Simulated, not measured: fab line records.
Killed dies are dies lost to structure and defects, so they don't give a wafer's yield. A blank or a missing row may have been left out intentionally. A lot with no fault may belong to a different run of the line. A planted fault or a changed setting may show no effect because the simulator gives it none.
fab line records ; flow nand-harc
[record] lots = 13; wafers = 39; last-day = 25
route steps=1159 shown P_GATE@131 END@1159
lots that met no fault: taken from a fault-free run of the same line
start-h: hours from the record's opening day to when the first of the lot's shown wafers began ; wait-h: hours since the lot's step before ; " unchanged from the row above ; L1.1+2: several wafers, shown together as one row ; - either no value or no given start ; * or withheld: withheld ; < > ~ a bound
route shown NAME@n: names a module that has steps shown in the file, with the first one's number in the route ; usual: average and standard deviation across the fault-free wafers ; same: alike in all rows ; chamber/n: place in a boat ; sites: each site's reading ; _std_site: how widely they spread, as a standard deviation ; _edge_site: the outer-site mean with the inner-site mean subtracted ; radius-mm: for every site, how far away it sits from the centre of the wafer ; mask NAME#n: copy n ; behind: the tool/chamber that last shaped the wafer ; hold: why the lot went on hold/how many hours it stayed there/how the hold came to an end ; device: which transistor (n, p or np) failed to switch ; end of line: the route-end tests of the same wafers ; for a step that has no rows: nothing shown but its recipe ; killed: the dies lost at the first sort to structure and to defects; this is not the yield of the wafer ; map: a wafer's dies, marking killed ones x, the rest . and places with no die _
set.NAME: the run value of the setting; set.NAME@STEP: its run value at that earlier step ; model.NAME: the simulator's own value behind a step, which no gauge read
steps of the route over a sample of lots; a table a step, a row a wafer
services: a tool's chamber out of use, with start hour (start-h, from the record's first day; less than 0 if before it), hours out, and reason
[[steps]]
[step NHARC_P_GATE_HM_DEP_102]
[recipe] target-thk-a = 1200; temp-c = 400; material = aC
[usual] throttle-valve-pct = 35.000/0.0087
lot.wafer;tool;chamber;start-h;wait-h;throttle-valve-pct
L590.1;acl-dep-02;0;88.77;1.5;34.991
L590.5;acl-dep-02;0;88.77;1.5;34.990
L590.6;acl-dep-02;0;88.77;1.5;35.002
L591.2;acl-dep-03;0;92.15;0.5;35.002
L591.3;acl-dep-03;0;92.15;0.5;35.008
L591.4;acl-dep-03;0;92.15;0.5;35.011
L599.1;acl-dep-02;0;137.51;0.4;34.991
L599.4;acl-dep-02;0;137.51;0.4;35.010
L599.6;acl-dep-02;0;137.51;0.4;35.002
L601.2;acl-dep-02;0;160.78;2.1;34.997
L601.3;acl-dep-02;0;160.78;2.1;35.000
L601.5;acl-dep-02;0;160.78;2.1;35.011
L603.1;acl-dep-03;0;173.71;1.2;35.003
L603.4;acl-dep-03;0;173.71;1.2;35.000
L603.5;acl-dep-03;0;173.71;1.2;35.014
L604.1;acl-dep-03;0;174.34;1.8;34.993
L604.5;acl-dep-03;0;174.34;1.8;35.015
L604.6;acl-dep-03;0;174.34;1.8;35.000
L607.1;acl-dep-03;0;194.48;0.4;34.997
L607.4;acl-dep-03;0;194.48;0.4;34.993
L607.6;acl-dep-03;0;194.48;0.4;34.999
L608.2;acl-dep-01;0;194.58;0.5;35.005
L608.3;acl-dep-01;0;194.58;0.5;35.009
L608.6;acl-dep-01;0;194.58;0.5;34.987
L609.3;acl-dep-01;0;200.71;1.5;35.013
L609.4;acl-dep-01;0;200.71;1.5;34.992
L609.6;acl-dep-01;0;200.71;1.5;34.991
L610.1;acl-dep-03;0;208.06;0.4;34.995
L610.3;acl-dep-03;0;208.06;0.4;34.995
L610.4;acl-dep-03;0;208.06;0.4;35.006
L612.1;acl-dep-02;0;214.33;2.3;34.999
L612.2;acl-dep-02;0;214.33;2.3;34.988
L612.5;acl-dep-02;0;214.33;2.3;35.010
L611.2;acl-dep-03;0;214.40;2.3;34.990
L611.4;acl-dep-03;0;214.40;2.3;34.995
L611.5;acl-dep-03;0;214.40;2.3;34.996
L613.2;acl-dep-02;0;225.66;0.5;34.978
L613.3;acl-dep-02;0;225.66;0.5;35.006
L613.5;acl-dep-02;0;225.66;0.5;34.995
[step NHARC_P_GATE_INSPECT_28]
[usual] raw-defect-count = 5.9/2.9
lot.wafer;tool;chamber;start-h;wait-h;raw-defect-count
L590.1;defect-inspect-02;-;90.25;0.0;6
L590.5;defect-inspect-02;-;90.25;0.0;6
L590.6;defect-inspect-02;-;90.25;0.0;6
L591.2;defect-inspect-01;-;93.40;0.0;4
L591.3;defect-inspect-01;-;93.40;0.0;8
L591.4;defect-inspect-01;-;93.40;0.0;8
L599.1;defect-inspect-02;-;138.97;0.0;17
L599.4;defect-inspect-02;-;138.97;0.0;15
L599.6;defect-inspect-02;-;138.97;0.0;23
L601.2;defect-inspect-01;-;162.14;0.0;18
L601.3;defect-inspect-01;-;162.14;0.0;19
L601.5;defect-inspect-01;-;162.14;0.0;15
L603.1;defect-inspect-02;-;175.18;0.0;5
L603.4;defect-inspect-02;-;175.18;0.0;8
L603.5;defect-inspect-02;-;175.18;0.0;6
L604.1;defect-inspect-02;-;175.80;0.0;5
L604.5;defect-inspect-02;-;175.80;0.0;5
L604.6;defect-inspect-02;-;175.80;0.0;7
L608.2;defect-inspect-01;-;195.93;0.0;6
L608.3;defect-inspect-01;-;195.93;0.0;7
L608.6;defect-inspect-01;-;195.93;0.0;5
L607.1;defect-inspect-02;-;196.08;0.0;10
L607.4;defect-inspect-02;-;196.08;0.0;7
L607.6;defect-inspect-02;-;196.08;0.0;4
L609.3;defect-inspect-01;-;201.98;0.0;10
L609.4;defect-inspect-01;-;201.98;0.0;6
L609.6;defect-inspect-01;-;201.98;0.0;19
L610.1;defect-inspect-02;-;209.53;0.0;4
L610.3;defect-inspect-02;-;209.53;0.0;4
L610.4;defect-inspect-02;-;209.53;0.0;10
L611.2;defect-inspect-02;-;215.76;0.0;4
L611.4;defect-inspect-02;-;215.76;0.0;15
L611.5;defect-inspect-02;-;215.76;0.0;10
L612.1;defect-inspect-01;-;215.91;0.0;7
L612.2;defect-inspect-01;-;215.91;0.0;7
L612.5;defect-inspect-01;-;215.91;0.0;4
L613.2;defect-inspect-02;-;227.03;0.0;7
L613.3;defect-inspect-02;-;227.03;0.0;6
L613.5;defect-inspect-02;-;227.03;0.0;4
[step NHARC_P_GATE_CD_MEAS_46]
[recipe] target-cd-nm = 720; landing-energy-ev = 500
[usual] cd-nm = 720.5/1.7
lot.wafer;tool;chamber;start-h;wait-h;cd-nm
L590.1;cd-sem-02;0;102.20;-;718.5
L590.5;cd-sem-02;0;102.20;-;719.9
L590.6;cd-sem-02;0;102.20;-;718.9
L591.2;cd-sem-03;0;105.29;-;722.2
L591.3;cd-sem-03;0;105.29;-;721.1
L591.4;cd-sem-03;0;105.29;-;721.5
L599.1;cd-sem-03;0;150.65;-;723.4
L599.4;cd-sem-03;0;150.65;-;722.2
L599.6;cd-sem-03;0;150.65;-;722.2
L601.2;cd-sem-03;0;174.39;-;719.3
L601.3;cd-sem-03;0;174.39;-;720.2
L601.5;cd-sem-03;0;174.39;-;719.9
L603.1;cd-sem-02;0;186.86;-;719.7
L603.4;cd-sem-02;0;186.86;-;719.2
L603.5;cd-sem-02;0;186.86;-;719.1
L604.1;cd-sem-03;0;187.70;-;722.2
L604.5;cd-sem-03;0;187.70;-;720.8
L604.6;cd-sem-03;0;187.70;-;717.4
L608.2;cd-sem-03;0;208.05;-;720.0
L608.3;cd-sem-03;0;208.05;-;717.7
L608.6;cd-sem-03;0;208.05;-;717.6
L607.1;cd-sem-03;0;208.21;-;719.8
L607.4;cd-sem-03;0;208.21;-;719.1
L607.6;cd-sem-03;0;208.21;-;721.8
L609.3;cd-sem-03;0;214.23;-;718.9
L609.4;cd-sem-03;0;214.23;-;720.6
L609.6;cd-sem-03;0;214.23;-;718.0
L610.1;cd-sem-02;0;221.54;-;718.1
L610.3;cd-sem-02;0;221.54;-;719.3
L610.4;cd-sem-02;0;221.54;-;718.8
L611.2;cd-sem-02;0;228.01;-;722.0
L611.4;cd-sem-02;0;228.01;-;722.4
L611.5;cd-sem-02;0;228.01;-;722.1
L612.1;cd-sem-03;0;229.03;-;723.1
L612.2;cd-sem-03;0;229.03;-;723.0
L612.5;cd-sem-03;0;229.03;-;723.7
L613.2;cd-sem-03;0;239.15;-;719.0
L613.3;cd-sem-03;0;239.15;-;722.8
L613.5;cd-sem-03;0;239.15;-;719.8
[step NHARC_P_GATE_STRIP_111]
[recipe] power-w = 1500; temp-c = 110; time-s = 250; chemistry = N2/H2
[usual] drypump-motor-current-A = 6.0/0.51; heater-power-w = 89/10
lot.wafer;tool;chamber;start-h;wait-h;drypump-motor-current-A;heater-power-w;rf-hours-counter-h
L590.1;plasma-asher-02;1;102.79;0.2;6.0;99;28
L590.5;plasma-asher-02;0;102.79;0.2;5.1;72;-
L590.6;plasma-asher-02;1;102.79;0.2;5.9;95;-
L591.2;plasma-asher-02;0;106.03;0.4;5.1;70;30
L591.3;plasma-asher-02;1;106.03;0.4;6.0;96;-
L591.4;plasma-asher-02;0;106.03;0.4;5.2;71;-
L599.1;plasma-asher-01;1;151.32;0.2;6.3;92;13
L599.4;plasma-asher-01;0;151.32;0.2;6.5;97;-
L599.6;plasma-asher-01;0;151.32;0.2;6.5;98;-
L601.2;plasma-asher-01;1;174.92;0.2;6.3;93;22
L601.3;plasma-asher-01;1;174.92;0.2;6.3;92;-
L601.5;plasma-asher-01;1;174.92;0.2;6.3;90;-
L603.1;plasma-asher-01;0;187.44;0.2;6.5;98;26
L603.4;plasma-asher-01;0;187.44;0.2;6.5;99;-
L603.5;plasma-asher-01;0;187.44;0.2;6.5;97;-
L604.1;plasma-asher-01;0;188.32;0.2;6.5;97;26
L604.5;plasma-asher-01;1;188.32;0.2;6.3;90;-
L604.6;plasma-asher-01;0;188.32;0.2;6.5;97;-
L608.2;plasma-asher-02;0;208.63;0.2;5.2;75;5
L608.3;plasma-asher-02;1;208.63;0.2;6.0;96;-
L608.6;plasma-asher-02;0;208.63;0.2;5.2;76;-
L607.1;plasma-asher-01;1;209.25;0.3;6.3;91;35
L607.4;plasma-asher-01;0;209.25;0.3;6.5;97;-
L607.6;plasma-asher-01;1;209.25;0.3;6.3;90;-
L609.4;plasma-asher-01;1;214.86;0.2;6.3;91;-
L609.3;plasma-asher-01;0;214.86;0.2;6.4;97;-
L609.6;plasma-asher-01;0;214.86;0.2;6.5;99;-
L610.1;plasma-asher-02;1;222.10;0.2;6.0;95;10
L610.4;plasma-asher-02;1;222.10;0.2;6.0;93;-
L610.3;plasma-asher-02;0;222.10;0.2;5.2;74;-
L611.2;plasma-asher-01;1;228.60;0.2;6.3;91;41
L611.4;plasma-asher-01;1;228.60;0.2;6.3;90;-
L611.5;plasma-asher-01;1;228.60;0.2;6.3;92;-
L612.1;plasma-asher-01;1;229.56;0.2;6.3;92;42
L612.2;plasma-asher-01;0;229.56;0.2;6.4;98;42
L612.5;plasma-asher-01;0;229.56;0.2;6.5;96;-
L613.2;plasma-asher-01;1;239.68;0.2;6.3;93;45
L613.3;plasma-asher-01;0;239.68;0.2;6.5;99;-
L613.5;plasma-asher-01;1;239.68;0.2;6.3;90;-
[step NHARC_P_GATE_STRIP_75]
[recipe] power-w = 1500; temp-c = 250; chemistry = O2
[usual] drypump-motor-current-A = 6.0/0.51; heater-power-w = 333/39
lot.wafer;tool;chamber;start-h;wait-h;drypump-motor-current-A;heater-power-w;rf-hours-counter-h
L590.1;plasma-asher-02;1;103.05;0.2;6.0;362;29
L590.5;plasma-asher-02;0;103.05;0.2;5.2;274;-
L590.6;plasma-asher-02;1;103.05;0.2;6.0;352;-
L591.2;plasma-asher-02;0;106.30;0.2;5.2;262;31
L591.3;plasma-asher-02;1;106.30;0.2;6.0;362;-
L591.4;plasma-asher-02;0;106.30;0.2;5.2;263;-
L599.1;plasma-asher-01;1;151.63;0.3;6.3;344;13
L599.4;plasma-asher-01;0;151.63;0.3;6.4;369;-
L599.6;plasma-asher-01;0;151.63;0.3;6.4;364;-
L601.2;plasma-asher-01;1;175.23;0.3;6.3;348;22
L601.3;plasma-asher-01;1;175.23;0.3;6.3;349;-
L601.5;plasma-asher-01;1;175.23;0.3;6.3;350;-
L603.1;plasma-asher-01;0;187.70;0.2;6.5;365;26
L603.4;plasma-asher-01;0;187.70;0.2;6.4;359;-
L603.5;plasma-asher-01;0;187.70;0.2;6.5;355;-
L604.1;plasma-asher-01;0;188.58;0.2;6.5;372;27
L604.5;plasma-asher-01;1;188.58;0.2;6.3;341;-
L604.6;plasma-asher-01;0;188.58;0.2;6.5;373;-
L608.2;plasma-asher-02;0;208.90;0.2;5.1;277;5
L608.3;plasma-asher-02;1;208.90;0.2;6.0;354;-
L608.6;plasma-asher-02;0;208.90;0.2;5.1;276;-
L607.1;plasma-asher-01;1;209.55;0.3;6.3;344;35
L607.4;plasma-asher-01;0;209.55;0.3;6.5;360;-
L607.6;plasma-asher-01;1;209.55;0.3;6.3;341;-
L609.4;plasma-asher-01;1;215.08;0.2;6.3;343;-
L609.3;plasma-asher-01;0;215.08;0.2;6.5;369;-
L609.6;plasma-asher-01;0;215.08;0.2;6.5;377;-
L610.1;plasma-asher-02;1;222.41;0.3;6.0;367;10
L610.4;plasma-asher-02;1;222.41;0.3;5.9;353;-
L610.3;plasma-asher-02;0;222.41;0.3;5.2;274;-
L611.2;plasma-asher-01;1;228.86;0.2;6.3;342;41
L611.4;plasma-asher-01;1;228.86;0.2;6.3;345;-
L611.5;plasma-asher-01;1;228.86;0.2;6.3;339;-
L612.1;plasma-asher-01;1;229.86;0.3;6.3;337;42
L612.2;plasma-asher-01;0;229.86;0.3;6.5;365;42
L612.5;plasma-asher-01;0;229.86;0.3;6.5;366;-
L613.2;plasma-asher-01;1;239.98;0.3;6.3;342;45
L613.3;plasma-asher-01;0;239.98;0.3;6.5;368;-
L613.5;plasma-asher-01;1;239.98;0.3;6.3;340;-
[step NHARC_END_SORT_01]
[recipe] temp-c = 25
[usual] killed-at-array = 25/9.7; killed-at-other = 0.7/0.87; killed-at-periphery = 3.3/2.3; killed-dies = 29/11; killed-open = 3.6/2.1; killed-short = 2.3/1.7
[same] gross-dies = 677
lot.wafer;tool;chamber;start-h;wait-h;killed-at-array;killed-at-other;killed-at-periphery;killed-dies;killed-open;killed-short
L599.1;prober-01;0;480.85;2.5;20;2;12;34;4;1
L599.4;prober-01;0;483.26;3.4;30;1;11;42;6;2
L599.6;prober-01;0;484.87;4.0;18;1;15;34;5;2
L601.2;prober-02;0;523.12;2.8;19;0;12;31;3;2
L601.3;prober-02;0;523.93;3.1;23;0;11;34;3;2
L601.5;prober-02;0;525.55;3.7;22;0;11;33;1;4
// killed by level:class
L599.1 P_GATE:unspecified=11 A_CHANNEL_HOLE_D1:chamber-film-flake=8 A_CONTACT:chamber-film-flake=4 A_ONON_D1:geometric-particle:open=2 A_ZERO_WELL:chamber-film-flake=2 THIN_TSV:chamber-film-flake=2 A_CHANNEL_FILL_D1:geometric-particle:short=1 A_CONTACT:geometric-particle:open=1
L599.4 A_CHANNEL_HOLE_D1:chamber-film-flake=18 P_GATE:unspecified=9 A_CONTACT:chamber-film-flake=4 A_CONTACT:geometric-particle:open=2 A_ZERO_WELL:chamber-film-flake=2 P_CONTACT:geometric-particle:open=1 P_M2:geometric-particle:open=1 A_WL_FILL:geometric-particle:short=1
L599.6 A_CHANNEL_HOLE_D1:chamber-film-flake=12 P_GATE:unspecified=11 A_CONTACT:geometric-particle:open=2 P_CONTACT:geometric-particle:open=1 P_M1:geometric-particle:open=1 A_CHANNEL_FILL_D1:geometric-particle:short=1 A_WL_FILL:geometric-particle:short=1 A_M0:geometric-particle:open=1
L601.2 P_GATE:unspecified=9 A_CHANNEL_HOLE_D1:chamber-film-flake=9 A_CONTACT:chamber-film-flake=4 A_STAIRCASE:chamber-film-flake=2 P_M0:geometric-particle:short=1 P_M1:geometric-particle:open=1 A_CHANNEL_FILL_D1:geometric-particle:short=1 A_CONTACT:geometric-particle:open=1
L601.3 A_CHANNEL_HOLE_D1:chamber-film-flake=9 P_GATE:unspecified=7 A_CONTACT:chamber-film-flake=7 A_STAIRCASE:chamber-film-flake=3 A_BLC:geometric-particle:open=2 P_GATE:chamber-film-flake=2 P_ZERO_WELL:geometric-particle:short=1 P_M0:geometric-particle:open=1
L601.5 A_CHANNEL_HOLE_D1:chamber-film-flake=11 P_GATE:unspecified=7 P_GATE:chamber-film-flake=4 A_STAIRCASE:chamber-film-flake=4 A_CHANNEL_FILL_D1:geometric-particle:short=2 A_CONTACT:chamber-film-flake=2 A_SOURCE_PLATE:geometric-particle:short=1 A_M0:geometric-particle:open=1
[[services]]
tool;chamber;start-h;hours;kind
plasma-asher-02;-;73.25;1.6;repair
plasma-asher-01;-;99.26;9.0;pm
plasma-asher-01;0;99.26;9.0;vent-cycle
plasma-asher-01;1;99.26;9.0;vent-cycle
plasma-asher-01;0;108.26;-;clean
plasma-asher-01;1;108.26;-;clean
acl-dep-01;-;113.41;13.0;pm
acl-dep-02;-;169.34;13.0;pm
plasma-asher-02;-;183.34;9.0;pm
plasma-asher-02;0;183.34;9.0;vent-cycle
plasma-asher-02;1;183.34;9.0;vent-cycle
plasma-asher-02;0;192.34;-;clean
plasma-asher-02;1;192.34;-;clean
acl-dep-03;-;225.09;13.0;pm
[[key]]
[first-sign] step = NHARC_P_GATE_INSPECT_28; reading = raw-defect-count; direction = up; sigmas = 4.2; usual = 5.9; struck = 17.8
[effect] step = NHARC_END_SORT_01; reading = killed-at-periphery; direction = up; sigmas = 3.8; usual = 3.3; struck = 12
met-at NHARC_P_GATE_HM_DEP_102
struck-lots L599,L601
struck-wafers L599.1,L599.4,L599.6,L601.2,L601.3,L601.5
tester-left-out L599,L601
not-acting-at NHARC_P_GATE_CD_MEAS_46,NHARC_P_GATE_STRIP_111,NHARC_P_GATE_STRIP_75
onset-between 88.77 137.51
[fault] kind = chamber-particle-source; tool = acl-dep-02; chamber = 0; onset-h = 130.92; steps = NHARC_P_GATE_HM_DEP_102; rate-per-visit-cm2 = 0.01755; end-h = 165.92
// tester-left-out: of these lots the tester's yield and bins aren't shown, on N5 and GAA mostly nor the transistor test; their killed dies are dies lost to structure and defects alone, not to doping, threshold or leakage, so they don't give the yield
